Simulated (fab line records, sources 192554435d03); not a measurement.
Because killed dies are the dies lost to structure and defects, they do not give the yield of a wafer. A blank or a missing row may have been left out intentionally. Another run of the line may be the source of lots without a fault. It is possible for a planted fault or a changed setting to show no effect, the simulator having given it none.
fab line records	flow n5-finfet
record lots=7	wafers=39
route steps=1938 shown PMOS_HMC_CHANNEL_EPI@57 FIN_CUT@176 DUMMY_GATE@243 HKMG_FIN@403 MOL_CONTACT_COAG@624 BEOL_M0_SAQP@672 BEOL_M5@1174
start-h: hours from the record's first day to the start of the lot's first wafer shown	wait-h: hours elapsed since this lot's preceding step	" the same as in the row above	L1.1+2: one row covering several wafers at once	- no value present, or no start provided	* or withheld: withheld	< > ~ a bound
route shown NAME@n: names a module that has steps shown in the file, with the first one's number in the route	usual: mean/standard deviation of fault-free wafers	same: alike in all rows	chamber/n: place in a boat	sites: the reading at each site	_std_site: standard deviation across them	_edge_site: mean of outer sites minus mean of inner sites	radius-mm: how far each site lies from the wafer's centre	mask NAME#n: copy n	behind: tool/chamber where the wafer was last shaped	hold: reason for holding the lot/hours on hold/outcome of the hold	device: the n, p or np transistor that did not switch	end of line: the same wafers' tests at the end of the route	step lacking rows: just its recipe	killed: count of dies lost to structure and defects at first sort (not the wafer's yield)	map: a wafer's dies, marking killed ones x, the rest . and places with no die _
set.NAME: the setting the step ran with; set.NAME@STEP: the setting that earlier step ran with	model.NAME: the simulator's own value behind a step, which no gauge read
lots where settings were altered on purpose, with a table for each step and a row for each wafer
## steps
# step N5_PMOS_HMC_CHANNEL_EPI_HM_DEP_34
# recipe material=SiO2	target-thk-a=360	temp-c=400	precursor=TEOS/O2	pressure-torr=6.5	rf-w=900	teos-flow-sccm=161.4	gas=O2	flow-sccm=2650	time-s=6.9
lot.wafer	tool	chamber	start-h	wait-h	set.target-thk-a	model.SiO2_of_PMOS_HMC_CHANNEL_EPI_HM_DEP_34.thk-nm
L077.1	pecvd-03	2	35.60	0.0	237.5	23.82
L077.2	"	0	"	"	360	35.71
L077.3	"	2	"	"	237.5	23.86
L077.4	"	0	"	"	237.5	23.64
L077.5	"	2	"	"	360	36.7
L077.6	"	0	"	"	360	36.19
L078.1	pecvd-02	2	40.93	0.0	360	36.1
L078.2	"	1	"	"	360	36.3
L078.3	"	0	"	"	360	36.27
L080.1	pecvd-02	0	53.29	0.0	360	35.84
L080.2	"	1	"	"	360	36.74
L080.3	"	2	"	"	360	36.53
L080.4	"	0	"	"	360	36.51
L080.5	"	2	"	"	360	36.87
L080.6	"	1	"	"	360	36.71
L081.1	pecvd-03	0	59.26	0.0	360	35.97
L081.2	"	2	"	"	360	35.79
L081.3	"	2	"	"	360	36.6
L081.4	"	0	"	"	360	36.61
L081.5	"	2	"	"	360	36.21
L081.6	"	0	"	"	360	36.05
L085.1	pecvd-03	0	82.64	0.0	360	36.18
L085.2	"	2	"	"	360	36.01
L085.3	"	1	"	"	467.6	46.42
L085.4	"	1	"	"	360	36.84
L085.5	"	2	"	"	467.6	47.35
L085.6	"	0	"	"	467.6	47.79
L091.1	pecvd-04	2	119.20	0.0	360	35.89
L091.2	"	0	"	"	271.8	27.47
L091.3	"	1	"	"	360	35.76
L091.4	"	1	"	"	360	36.32
L091.5	"	0	"	"	271.8	27.72
L091.6	"	2	"	"	271.8	27.6
L092.1	pecvd-03	1	125.33	0.0	567.4	56.54
L092.2	"	2	"	"	360	36.06
L092.3	"	0	"	"	567.4	56.65
L092.4	"	2	"	"	360	35.91
L092.5	"	1	"	"	360	36.58
L092.6	"	0	"	"	567.4	57.74
# step N5_FIN_CUT_CUT_ETCH_15
# recipe chemistry=HBr/Cl2/O2	target=Si	target-depth-a=1000	bt-time-s=10	mask-material=SOC	time-s=42.4	ion-energy-ev=*	bias-w=*	pressure-mtorr=10	icp-w=800	HBr_flow_sccm=150	Cl2_flow_sccm=80	O2_flow_sccm=12
lot.wafer	tool	chamber	start-h	wait-h	set.time-s	model.etch.depth-nm	model.FIN_CUT.feature-depth-nm	model.SOC_of_FIN_CUT_COAT_18.thk-nm
L077.1	rie-si-01	1	45.80	0.1	30.36	72.18	72.2	180.2
L077.2	"	2	"	"	42.4	101	101	170.8
L077.3	"	3	"	"	42.4	100.6	100.6	171
L077.4	"	0	"	"	30.36	70.71	70.8	182.2
L077.5	"	1	"	"	30.36	72.08	72	182.2
L077.6	"	0	"	"	42.4	99.71	99.8	171.6
L078.1	rie-si-06	1	52.09	0.1	42.4	98.9	99	169.4
L078.2	"	3	"	"	42.4	98.73	98.8	170
L078.3	"	2	"	"	42.4	100.5	100.6	166.6
L080.1	rie-si-02	1	64.53	0.1	24.48	58.25	58.2	185.6
L080.2	"	0	"	"	24.48	58.22	58.2	186.2
L080.3	"	2	"	"	42.4	99.12	99.2	171.8
L080.4	"	3	"	"	42.4	97.98	98	171.8
L080.5	"	0	"	"	24.48	58.36	58.4	186.2
L080.6	"	1	"	"	42.4	100.7	100.6	170.4
L081.1	rie-si-02	0	70.85	0.1	42.4	101.4	101.4	169.2
L081.2	"	3	"	"	65.95	154.2	154.2	149.4
L081.3	"	2	"	"	42.4	99.9	100	168.8
L081.4	"	1	"	"	65.95	157.5	157.4	147.6
L081.5	"	3	"	"	42.4	98.98	99	169
L081.6	"	0	"	"	65.95	159	159	146.8
L085.1	rie-si-02	0	96.80	0.1	61.3	145.6	145.6	153.8
L085.2	"	3	"	"	61.3	141.6	141.6	155.2
L085.3	"	2	"	"	42.4	99.34	99.4	170.8
L085.4	"	1	"	"	42.4	99.49	99.4	170.8
L085.5	"	3	"	"	42.4	97.64	97.6	171.8
L085.6	"	0	"	"	61.3	145.5	145.6	152.8
L091.1	rie-si-02	3	132.26	0.1	26.76	63.52	63.6	184.6
L091.2	"	2	"	"	26.76	63.61	63.6	184.6
L091.3	"	0	"	"	26.76	64.58	64.6	182.2
L091.4	"	1	"	"	42.4	100.4	100.4	169.8
L091.5	"	1	"	"	42.4	100.5	100.4	169.4
L091.6	"	0	"	"	42.4	101.2	101.2	168.8
L092.1	rie-si-02	0	136.95	0.1	42.4	100.6	100.6	170.2
L092.2	"	2	"	"	42.4	99.74	99.8	171.6
L092.3	"	1	"	"	42.4	100.2	100.2	169.2
L092.4	"	3	"	"	42.4	99.02	99	171.2
L092.5	"	0	"	"	42.4	101.4	101.4	170
L092.6	"	3	"	"	42.4	99.24	99.2	170.8
# step N5_FIN_CUT_CUT_ETCH_28
# recipe chemistry=HBr/Cl2/O2	target=Si	target-depth-a=60	mask-material=SOC	time-s=2.4	ion-energy-ev=*	bias-w=*	pressure-mtorr=10	icp-w=800	HBr_flow_sccm=150	Cl2_flow_sccm=80	O2_flow_sccm=12
lot.wafer	tool	chamber	start-h	wait-h	set.time-s@FIN_CUT_CUT_ETCH_15	model.SOC_of_FIN_CUT_COAT_18.thk-nm
L077.1	rie-si-01	1	45.85	0.0	30.36	178.4
L077.2	"	2	"	"	42.4	169
L077.3	"	3	"	"	42.4	169.2
L077.4+5	"	0,1	"	"	30.36	180.4
L077.6	"	0	"	"	42.4	170
L078.1	rie-si-06	1	52.15	0.0	42.4	167.6
L078.2	"	3	"	"	42.4	168.2
L078.3	"	2	"	"	42.4	165
L080.1	rie-si-02	1	64.58	0.0	24.48	183.8
L080.2+5	"	0	"	"	24.48	184.4
L080.3	"	2	"	"	42.4	170.2
L080.4	"	3	"	"	42.4	170
L080.6	"	1	"	"	42.4	168.8
L081.1	rie-si-02	0	70.91	0.0	42.4	167.4
L081.2	"	3	"	"	65.95	147.6
L081.3+5	"	2,3	"	"	42.4	167.2
L081.4	"	1	"	"	65.95	146
L081.6	"	0	"	"	65.95	145.2
L085.1	rie-si-02	0	96.85	0.0	61.3	152
L085.2	"	3	"	"	61.3	153.6
L085.3+4	"	2,1	"	"	42.4	169
L085.5	"	3	"	"	42.4	170
L085.6	"	0	"	"	61.3	151
L091.1+2	rie-si-02	3,2	132.31	0.0	26.76	182.8
L091.3	"	0	"	"	26.76	180.4
L091.4	"	1	"	"	42.4	168
L091.5	"	1	"	"	42.4	167.8
L091.6	"	0	"	"	42.4	167
L092.1	rie-si-02	0	137.01	0.0	42.4	168.6
L092.2	"	2	"	"	42.4	170
L092.3	"	1	"	"	42.4	167.6
L092.4	"	3	"	"	42.4	169.4
L092.5	"	0	"	"	42.4	168.2
L092.6	"	3	"	"	42.4	169.2
# step N5_DUMMY_GATE_ETCH_31
# recipe chemistry=C4F6/O2	target=SiO2	mask-material=SOC	target-depth-a=825	time-s=27.5	ion-energy-ev=250	pressure-mtorr=30	source-w=345	bias-w=185	Ar_flow_sccm=300	C4F6_flow_sccm=10	O2_flow_sccm=10
lot.wafer	tool	chamber	start-h	wait-h	set.target-depth-a	model.etch.depth-nm	model.SOC_of_DUMMY_GATE_COAT_34.thk-nm
L077.1	rie-diel-04	2	64.09	0.0	825	83.13	51.4
L077.2	"	1	"	"	825	84.98	50.8
L077.3	"	0	"	"	629.6	62.94	53.6
L077.4	"	1	"	"	629.6	65.04	52.8
L077.5	"	0	"	"	629.6	63.58	53.6
L077.6	"	2	"	"	825	82.89	51.6
L078.1	rie-diel-01	1	70.36	0.0	825	83.42	51.6
L078.2	"	0	"	"	825	80.24	51.8
L078.3	"	3	"	"	825	81.91	51.8
L080.1	rie-diel-03	0	83.34	0.0	647.6	65.41	53.4
L080.2	"	1	"	"	647.6	64.29	53.4
L080.3	"	3	"	"	825	81.48	51.6
L080.4	"	2	"	"	647.6	65.58	53.4
L080.5	"	0	"	"	825	82.68	51.8
L080.6	"	3	"	"	825	81.72	51.6
L081.1	rie-diel-01	3	90.03	0.0	825	81.39	52
L081.2	"	0	"	"	825	81.54	51.8
L081.3	"	1	"	"	825	85	51.2
L081.4	"	2	"	"	825	84.69	51.4
L081.5	"	3	"	"	825	80.55	52
L081.6	"	2	"	"	825	84.67	51.4
L085.1	rie-diel-01	1	115.45	0.0	825	83.05	51.6
L085.2	"	3	"	"	825	79.97	52.2
L085.3	"	2	"	"	825	84.43	51.6
L085.4	"	0	"	"	825	79.44	52
L085.5	"	1	"	"	825	83.81	51.4
L085.6	"	2	"	"	825	84.19	51.4
L091.1	rie-diel-03	2	150.35	0.0	825	82.96	51.6
L091.2	"	1	"	"	825	80.88	52
L091.3	"	3	"	"	465	45.51	55.2
L091.4	"	0	"	"	465	46.77	55.4
L091.5	"	3	"	"	825	80.95	51.6
L091.6	"	2	"	"	465	46.59	55.4
L092.1	rie-diel-04	1	155.91	0.1	1093	114.2	48.4
L092.2	"	3	"	"	825	82.04	51.8
L092.3	"	0	"	"	1093	109.7	49
L092.4	"	1	"	"	1093	114.3	48.4
L092.5	"	0	"	"	825	82.47	51.8
L092.6	"	3	"	"	825	82.07	52
# step N5_DUMMY_GATE_STRIP_41
# recipe chemistry=O2	power-w=400	temp-c=40	pressure-mtorr=30	rf-frequency-hz=6e+07	bias-power-w=0	overash-fraction=0.3	o2-flow-sccm=225
# step N5_DUMMY_GATE_HM_OPEN_21
# recipe chemistry=CH3F/O2	target=SiNx	target-depth-a=1200	Ar_flow_sccm=150	CH3F_flow_sccm=30	O2_flow_sccm=23	time-s=171.4	pressure-mtorr=30	source-w=395	bias-w=73	ion-energy-ev=120.7
# step N5_DUMMY_GATE_ETCH_32
# recipe chemistry=CF4	target=SiO2	target-depth-a=35	time-s=3.9	ion-energy-ev=350	pressure-mtorr=10	icp-w=800	bias-w=400	cf4-flow-sccm=80
# step N5_DUMMY_GATE_ETCH_23
# recipe chemistry=HBr/Cl2/O2	HBr_flow_sccm=150	Cl2_flow_sccm=80	O2_flow_sccm=12	bias-w=102	target-depth-a=410	time-s=22.3	target=poly-Si	mask-material=SiO2	pressure-mtorr=10	icp-w=800
# step N5_DUMMY_GATE_ETCH_44
# recipe chemistry=HBr/O2	over-etch-frac=0.7	target-depth-a=1275	stop-on=SiO2	ion-energy-ev=60	bias-w=20	target=poly-Si	mask-material=SiO2	pressure-mtorr=20	icp-w=400	HBr_flow_sccm=120	O2_flow_sccm=10
# usual oes-product-au=0.737/0.013
lot.wafer	tool	chamber	start-h	wait-h	set.target-depth-a@DUMMY_GATE_ETCH_31	oes-product-au
L077.1	rie-si-06	0	64.43	0.0	825	0.752
L077.2	"	1	"	"	825	0.741
L077.3	"	3	"	"	629.6	0.705
L077.4	"	2	"	"	629.6	0.761
L077.5	"	0	"	"	629.6	0.731
L077.6	"	1	"	"	825	0.723
L078.1	rie-si-06	2	70.69	0.0	825	0.739
L078.2	"	3	"	"	825	0.732
L078.3	"	1	"	"	825	0.738
L080.1	rie-si-06	2	83.68	0.0	647.6	0.757
L080.2	"	0	"	"	647.6	0.737
L080.3	"	1	"	"	825	0.759
L080.4	"	3	"	"	647.6	0.729
L080.5	"	1	"	"	825	0.735
L080.6	"	2	"	"	825	0.759
L081.1	rie-si-06	3	90.37	0.0	825	0.736
L081.2	"	0	"	"	825	0.752
L081.3	"	2	"	"	825	0.762
L081.4	"	1	"	"	825	0.731
L081.5	"	1	"	"	825	0.750
L081.6	"	0	"	"	825	0.748
L085.1	rie-si-06	0	115.79	0.0	825	0.766
L085.2	"	3	"	"	825	0.716
L085.3	"	1	"	"	825	0.738
L085.4	"	2	"	"	825	0.748
L085.5	"	1	"	"	825	0.742
L085.6	"	2	"	"	825	0.735
L091.1	rie-si-01	0	150.69	0.0	825	0.750
L091.2	"	2	"	"	825	0.733
L091.3	"	3	"	"	465	0.392
L091.4	"	1	"	"	465	0.371
L091.5	"	3	"	"	825	0.725
L091.6	"	0	"	"	465	0.379
L092.1	rie-si-06	3	156.24	0.0	1093	0.729
L092.2	"	0	"	"	825	0.748
L092.3	"	2	"	"	1093	0.750
L092.4	"	1	"	"	1093	0.735
L092.5	"	3	"	"	825	0.731
L092.6	"	0	"	"	825	0.746
# step N5_HKMG_FIN_ETCH_55
# recipe chemistry=N2/H2	target=SOC	target-depth-a=2400	temp-c=40	time-s=300	ion-energy-ev=200	mask-material=SiARC	pressure-mtorr=30	source-w=840	bias-w=150	n2-flow-sccm=200	h2-flow-sccm=200
lot.wafer	tool	chamber	start-h	wait-h	set.time-s	model.HKMG_FIN.feature-depth-nm	model.etch.depth-nm	model.SiARC_of_HKMG_FIN_COAT_42.thk-nm
L077.1	rie-diel-05	0	91.15	0.0	300	234.4	234.5	21.8
L077.2	"	1	"	"	300	232.4	232.3	22
L077.3	"	3	"	"	300	234.2	234.2	21.6
L077.4	"	0	"	"	300	231.6	231.7	21.8
L077.5	"	1	"	"	300	233.2	233.2	22.2
L077.6	"	3	"	"	300	232.8	232.8	21.6
L078.1	rie-diel-05	3	95.50	0.0	300	237.6	237.5	21.4
L078.2	"	0	"	"	300	234.8	234.8	21.4
L078.3	"	1	"	"	300	237	237	21.8
L080.1	rie-diel-06	2	110.11	0.0	300	248.4	248.3	20.6
L080.2	"	1	"	"	300	234.6	234.6	22.2
L080.3	"	3	"	"	300	236.2	236.2	21.6
L080.4	"	1	"	"	300	233.8	233.9	22.2
L080.5	"	3	"	"	300	235	235.1	21.6
L080.6	"	2	"	"	300	247.8	247.7	20.4
L081.1	rie-diel-06	2	116.17	0.0	300	248.8	248.7	20.4
L081.2	"	3	"	"	300	236.6	236.6	21.4
L081.3	"	0	"	"	402.3	324.2	324.3	16.2
L081.4	"	1	"	"	402.3	316.8	316.8	17.6
L081.5	"	0	"	"	402.3	320	319.9	16.4
L081.6	"	3	"	"	300	237.8	237.9	21.4
L085.1	rie-diel-06	3	138.86	0.0	419	330	329.9	16
L085.2	"	2	"	"	419	344.2	344.2	14.8
L085.3	"	0	"	"	419	337	337	15.4
L085.4	"	1	"	"	300	236	236	22
L085.5	"	0	"	"	300	240.2	240.1	21
L085.6	"	3	"	"	300	234.8	234.9	21.6
L092.1	rie-diel-02	1	179.73	0.0	300	236.4	236.4	21.2
L092.2	"	3	"	"	451.1	350.4	350.4	15
L092.3	"	0	"	"	300	245.8	245.7	20.8
L092.4	"	2	"	"	451.1	352	352.1	15
L092.5	"	2	"	"	300	232.8	232.8	21.6
L092.6	"	3	"	"	451.1	353.6	353.5	14.8
L091.1	rie-diel-02	3	181.65	0.0	300	236	236.1	21.6
L091.2	"	1	"	"	300	237.8	237.8	21.2
L091.3	"	0	"	"	300	247.2	247.3	20.8
L091.4	"	2	"	"	300	233.2	233.2	21.8
L091.5	"	3	"	"	300	236.4	236.4	21.6
L091.6	"	0	"	"	300	246	245.9	21
# step N5_MOL_CONTACT_COAG_CVD_140
# recipe material=W	target-thk-a=665	mode=selective-fill	temp-c=300	time-s=215
lot.wafer	tool	chamber	start-h	wait-h	set.target-thk-a	model.W_of_MOL_CONTACT_COAG_CVD_140.thk-nm
L077.1	cvd-w-01	1	121.71	0.1	665	68
L077.2	"	0	"	"	665	67.8
L077.3	"	1	"	"	665	66.6
L077.4	"	0	"	"	665	67.6
L077.5	"	0	"	"	665	67.4
L077.6	"	1	"	"	665	67.2
L078.1	cvd-w-01	1	126.14	0.1	665	66
L078.2+3	"	0,1	"	"	665	66.8
L080.1	cvd-w-02	0	136.48	0.1	665	64.8
L080.2	"	1	"	"	665	65.8
L080.3	"	0	"	"	665	65
L080.4	"	1	"	"	397.1	39.8
L080.5	"	1	"	"	397.1	39.2
L080.6	"	0	"	"	397.1	38.4
L081.1	cvd-w-01	0	144.85	0.1	665	67.8
L081.2	"	1	"	"	665	66.6
L081.3+4	"	0,1	"	"	507.5	51.4
L081.5	"	0	"	"	665	68
L081.6	"	1	"	"	507.5	51.2
L085.1	cvd-w-02	0	169.31	0.1	665	67.2
L085.2	"	1	"	"	517.8	51.6
L085.3	"	1	"	"	665	66
L085.4	"	0	"	"	517.8	51.4
L085.5	"	0	"	"	517.8	51.8
L085.6	"	1	"	"	665	66.4
L092.1	cvd-w-02	1	208.50	0.1	665	66.4
L092.2	"	0	"	"	665	66.2
L092.3	"	1	"	"	462.2	47
L092.4+5	"	0	"	"	462.2	46.2
L092.6	"	1	"	"	665	67
L091.1	cvd-w-01	1	213.22	0.1	665	67.4
L091.2	"	0	"	"	665	66.8
L091.3	"	0	"	"	829.2	83.4
L091.4	"	1	"	"	665	67
L091.5	"	0	"	"	829.2	83.8
L091.6	"	1	"	"	829.2	83.2
# step N5_BEOL_M0_SAQP_ETCH_106
# recipe chemistry=N2/H2	target=SOC	target-depth-a=1500	stop-on=SiNx	ion-energy-ev=100	bias-w=61	pressure-mtorr=30	source-w=850	n2-flow-sccm=200	h2-flow-sccm=200
lot.wafer	tool	chamber	start-h	wait-h	set.target-depth-a	model.SOC_of_BEOL_M0_SAQP_COAT_105.thk-nm
L077.1	rie-diel-03	0	129.86	-	1500	23.6
L077.2	"	2	"	"	1500	22
L077.3	"	3	"	"	1500	22.6
L077.4+6	"	1	"	"	1500	23.8
L077.5	"	2	"	"	1500	22.2
L078.1	rie-diel-01	3	134.11	-	1500	26.2
L078.2	"	2	"	"	1500	19.4
L078.3	"	1	"	"	1500	22.6
L080.1	rie-diel-03	1	145.56	-	1500	24.6
L080.2	"	3	"	"	854.7	55.2
L080.3	"	2	"	"	1500	21.6
L080.4	"	0	"	"	1500	22.2
L080.5	"	0	"	"	854.7	56.2
L080.6	"	3	"	"	854.7	55.8
L081.1+3+4	rie-diel-03	2,3,1	153.86	-	2083	0
L081.2	"	0	"	"	1500	22
L081.5	"	0	"	"	1500	22.4
L081.6	"	3	"	"	1500	22.2
L085.1	rie-diel-01	3	177.12	-	640.4	68.8
L085.2	"	0	"	"	1500	27
L085.3	"	1	"	"	640.4	66.6
L085.4	"	2	"	"	640.4	65.2
L085.5	"	2	"	"	1500	19.6
L085.6	"	3	"	"	1500	25.8
L092.1	rie-diel-01	2	216.26	-	1500	18.2
L092.2	"	0	"	"	1500	26.6
L092.3	"	1	"	"	1500	20.8
L092.4	"	3	"	"	1500	26.2
L092.5	"	1	"	"	1500	21
L092.6	"	2	"	"	1500	19
L091.1	rie-diel-04	2	222.37	-	1830	7.8
L091.2	"	1	"	"	1500	19.2
L091.3	"	0	"	"	1500	24.2
L091.4	"	3	"	"	1830	8
L091.5	"	3	"	"	1830	8.4
L091.6	"	0	"	"	1500	24.4
# step N5_BEOL_M5_CVD_47
# recipe material=Co	target-thk-a=30	temp-c=withheld	precursor=CCTBA/H2	pressure-torr=30	time-s=216
lot.wafer	tool	chamber	start-h	wait-h	set.target-thk-a	model.Co_of_BEOL_M5_CVD_47.thk-nm
L078.1+2+3	cvd-co-01	1,0,2	207.33	0.0	30	3
L077.1+4	cvd-co-01	1,2	216.48	0.0	35.57	3.6
L077.2	"	0	"	"	35.57	3.4
L077.3+5	"	2,1	"	"	30	2.8
L077.6	"	0	"	"	30	3
L080.1+5	cvd-co-02	2,1	220.95	0.0	13.57	1.6
L080.2+6	"	1,2	"	"	30	3.2
L080.3	"	0	"	"	30	2.8
L080.4	"	0	"	"	13.57	1.2
L081.1+4+6	cvd-co-01	1,0,1	220.99	0.0	13.2	1.2
L081.2+3+5	"	0,2,2	"	"	30	3
L085.1+2+3+5+6	cvd-co-01	1,0,2,1,2	244.41	0.1	30	2.8
L085.4	"	0	"	"	30	3
L092.1	cvd-co-02	1	288.47	0.2	30	3
L092.2+4	"	2	"	"	30	3.4
L092.3+5+6	"	0,1,0	"	"	30	2.8
L091.1+2+6	cvd-co-02	1,0,0	292.09	0.0	30	2.8
L091.3+5	"	2	"	"	30	3.2
L091.4	"	1	"	"	30	3
## key
split step=N5_PMOS_HMC_CHANNEL_EPI_HM_DEP_34	setting=target-thk-a	stated=360	by=wafer
response step=N5_PMOS_HMC_CHANNEL_EPI_HM_DEP_34	reading=model.SiO2_of_PMOS_HMC_CHANNEL_EPI_HM_DEP_34.thk-nm	change=+0.36	per=1%	r=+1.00
split step=N5_FIN_CUT_CUT_ETCH_15	setting=time-s	stated=42.4	by=wafer
response step=N5_FIN_CUT_CUT_ETCH_15	reading=model.etch.depth-nm	change=+1.01	per=1%	r=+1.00
response step=N5_FIN_CUT_CUT_ETCH_15	reading=model.FIN_CUT.feature-depth-nm	change=+1.01	per=1%	r=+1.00
response step=N5_FIN_CUT_CUT_ETCH_15	reading=model.SOC_of_FIN_CUT_COAT_18.thk-nm	change=-0.375	per=1%	r=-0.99
response step=N5_FIN_CUT_CUT_ETCH_28	reading=model.SOC_of_FIN_CUT_COAT_18.thk-nm	change=-0.373	per=1%	r=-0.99
split step=N5_DUMMY_GATE_ETCH_31	setting=target-depth-a	stated=825	by=wafer
response step=N5_DUMMY_GATE_ETCH_31	reading=model.etch.depth-nm	change=+0.845	per=1%	r=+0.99
response step=N5_DUMMY_GATE_ETCH_31	reading=model.SOC_of_DUMMY_GATE_COAT_34.thk-nm	change=-0.0877	per=1%	r=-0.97
response step=N5_DUMMY_GATE_ETCH_44	reading=oes-product-au	shape=bent	at-lowest=0.381	at-stated=0.742	at-highest=0.738
split step=N5_HKMG_FIN_ETCH_55	setting=time-s	stated=300	by=wafer
response step=N5_HKMG_FIN_ETCH_55	reading=model.HKMG_FIN.feature-depth-nm	change=+2.35	per=1%	r=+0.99
response step=N5_HKMG_FIN_ETCH_55	reading=model.etch.depth-nm	change=+2.35	per=1%	r=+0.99
response step=N5_HKMG_FIN_ETCH_55	reading=model.SiARC_of_HKMG_FIN_COAT_42.thk-nm	change=-0.134	per=1%	r=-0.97
split step=N5_MOL_CONTACT_COAG_CVD_140	setting=target-thk-a	stated=665	by=wafer
response step=N5_MOL_CONTACT_COAG_CVD_140	reading=model.W_of_MOL_CONTACT_COAG_CVD_140.thk-nm	change=+0.66	per=1%	r=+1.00
split step=N5_BEOL_M0_SAQP_ETCH_106	setting=target-depth-a	stated=1500	by=wafer
response step=N5_BEOL_M0_SAQP_ETCH_106	reading=model.SOC_of_BEOL_M0_SAQP_COAT_105.thk-nm	change=-0.708	per=1%	r=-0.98
split step=N5_BEOL_M5_CVD_47	setting=target-thk-a	stated=30	by=wafer
response step=N5_BEOL_M5_CVD_47	reading=model.Co_of_BEOL_M5_CVD_47.thk-nm	change=+0.031	per=1%	r=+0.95
